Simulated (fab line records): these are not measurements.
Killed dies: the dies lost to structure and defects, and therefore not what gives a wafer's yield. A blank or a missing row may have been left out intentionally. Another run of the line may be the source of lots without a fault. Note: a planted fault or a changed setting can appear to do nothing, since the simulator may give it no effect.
What tool caused it? | flow nand-harc | 6 lots with 18 wafers sampled at 2 steps, on a route of 1302 steps

## WHAT THE GAUGES SHOWED, per wafer
NHARC_HYBRID_BOND_OVL_MEAS_05.
lot  | measured     | on         | overlay-x-nm (nm)
L543 | day 24 05:23 | overlay-01 | 1 44 -5
L544 | day 24 17:19 | overlay-01 | -37 21 4
L549 | day 26 19:04 | overlay-02 | -78 -6 -19
L553 | day 28 07:02 | overlay-02 | -20 -21 -8
L554 | day 28 11:26 | overlay-02 | -27 -41 26
L560 | day 30 17:26 | overlay-02 | -17 -17 57

## WHICH TOOL RAN EACH LOT (tool, then ch and the chambers of the sampled wafers, then the start)
lot  | NHARC_A_STAIRCASE_ETCH_19
L543 | rie-diel-13 ch 0,1,2, day 16 09:17
L544 | rie-diel-03 ch 1,2,3, day 16 23:01
L549 | rie-diel-03 ch 1,2, day 18 17:52
L553 | rie-diel-13 ch 0,2,3, day 20 06:59
L554 | rie-diel-03 ch 0,1,2, day 20 12:50
L560 | rie-diel-03 ch 0,2, day 23 00:01
- NHARC_A_STAIRCASE_ETCH_19: etches the open film in C4F8/O2, target depth 100 nm, time 40.5 s.

## THE ANSWER, worked out from the rows above alone
Rule: usual is defined by the lots themselves. Put in order of their means at a reading, lots are off if they are a third of the lots or fewer, leave a main group of 4 or more, and stand apart from it by a gap of 3 or more times the standard deviation of the main group's means; of several such gaps the widest counts. A main group whose means are all the same, to the digits that the tables above print for the reading, isn't used. Also off: a lot with no number at a reading for which 4 or more lots have one. All remaining lots with rows at the step are treated as sound.
No lot is off at any reading shown: from this, nothing can be told.

## WHAT THE SIMULATOR HAD PUT IN
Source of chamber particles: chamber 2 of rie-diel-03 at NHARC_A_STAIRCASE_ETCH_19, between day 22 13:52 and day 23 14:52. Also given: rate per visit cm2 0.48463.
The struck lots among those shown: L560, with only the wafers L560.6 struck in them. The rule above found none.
